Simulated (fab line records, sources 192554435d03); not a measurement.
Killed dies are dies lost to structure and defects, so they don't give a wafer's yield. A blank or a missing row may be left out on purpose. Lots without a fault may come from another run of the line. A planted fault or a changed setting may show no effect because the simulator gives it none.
Which tool did it? | flow n5_finfet | 10 lots, 30 wafers sampled, at 3 steps of a route of 1938

WHAT THE GAUGES READ, wafer by wafer
N5_BEOL_M4_RC_MEAS_101.
lot  | measured     | on        | RS_PWELL (ohm/sq)
L379 | day 8 01:18  | prober-02 | 2997 3020 2997
L383 | day 9 11:20  | prober-02 | 2990 3018 2995
L384 | day 9 17:29  | prober-01 | 3039 3032 3026
L387 | day 10 11:10 | prober-02 | 2999 3012 2998
L388 | day 10 20:08 | prober-01 | 3006 2954 2985
L392 | day 11 14:01 | prober-02 | 2999 2983 3010
L394 | day 12 10:09 | prober-02 | 3222 3196 3218
L395 | day 12 11:52 | prober-01 | 3197 3197 3177
L398 | day 13 08:37 | prober-02 | 3014 3005 3030
L400 | day 14 00:35 | prober-02 | 2981 3007 3004

WHICH TOOL RAN EACH LOT (tool, then ch and the chambers of the sampled wafers, then the start)
lot  | N5_WELL_APT_IMPLANT_31         | N5_PMOS_HMC_CHANNEL_EPI_DESCUM_14
L379 | implanter-02 ch 0, day 2 03:19 | rie_diel-02 ch 1,2, day 2 05:29
L383 | implanter-02 ch 0, day 3 03:15 | rie_diel-02 ch 0,2,3, day 3 05:20
L384 | implanter-01 ch 0, day 3 09:11 | rie_diel-04 ch 1,2,3, day 3 11:31
L387 | implanter-02 ch 0, day 4 04:17 | rie_diel-02 ch 2,3, day 4 07:20
L388 | implanter-01 ch 0, day 4 09:35 | rie_diel-02 ch 0,2, day 4 11:44
L392 | implanter-01 ch 0, day 5 09:50 | rie_diel-02 ch 0,1,2, day 5 12:07
L394 | implanter-02 ch 0, day 5 21:14 | rie_diel-05 ch 0,1,3, day 5 23:48
L395 | implanter-02 ch 0, day 6 03:01 | rie_diel-05 ch 1,2, day 6 05:08
L398 | implanter-01 ch 0, day 6 21:08 | rie_diel-04 ch 0,2, day 6 23:11
L400 | implanter-01 ch 0, day 7 09:11 | rie_diel-02 ch 1,2,3, day 7 11:24
- N5_WELL_APT_IMPLANT_31
- N5_PMOS_HMC_CHANNEL_EPI_DESCUM_14: chemistry O2, time 7.9 s.

THE ANSWER, worked out from the rows above alone
Rule: what is usual is taken from the lots themselves. Put in order of their means at a reading, lots are off if they are a third of the lots or fewer, leave a main group of 4 or more, and stand apart from it by a gap of 3 or more times the standard deviation of the main group's means; of several such gaps the widest counts. A main group whose means are all the same, to the digits that the tables above print for the reading, isn't used. A lot without any number at a reading at which 4 lots or more have one is off too. The other lots that the step has rows for count as sound.
Off: L394, L395, at N5_BEOL_M4_RC_MEAS_101 (RS_PWELL). The main group: mean 3004 ohm/sq, standard deviation 14.
A tool fits if, at a process step before that reading, it ran every lot that is off, and no sound lot after the first of them. The gauges at N5_BEOL_M4_RC_MEAS_101 are tried like those tools. Can't be told from this: 2 tools fit, implanter-02 at N5_WELL_APT_IMPLANT_31, rie_diel-05 at N5_PMOS_HMC_CHANNEL_EPI_DESCUM_14.

WHAT THE SIMULATOR HAD PUT IN
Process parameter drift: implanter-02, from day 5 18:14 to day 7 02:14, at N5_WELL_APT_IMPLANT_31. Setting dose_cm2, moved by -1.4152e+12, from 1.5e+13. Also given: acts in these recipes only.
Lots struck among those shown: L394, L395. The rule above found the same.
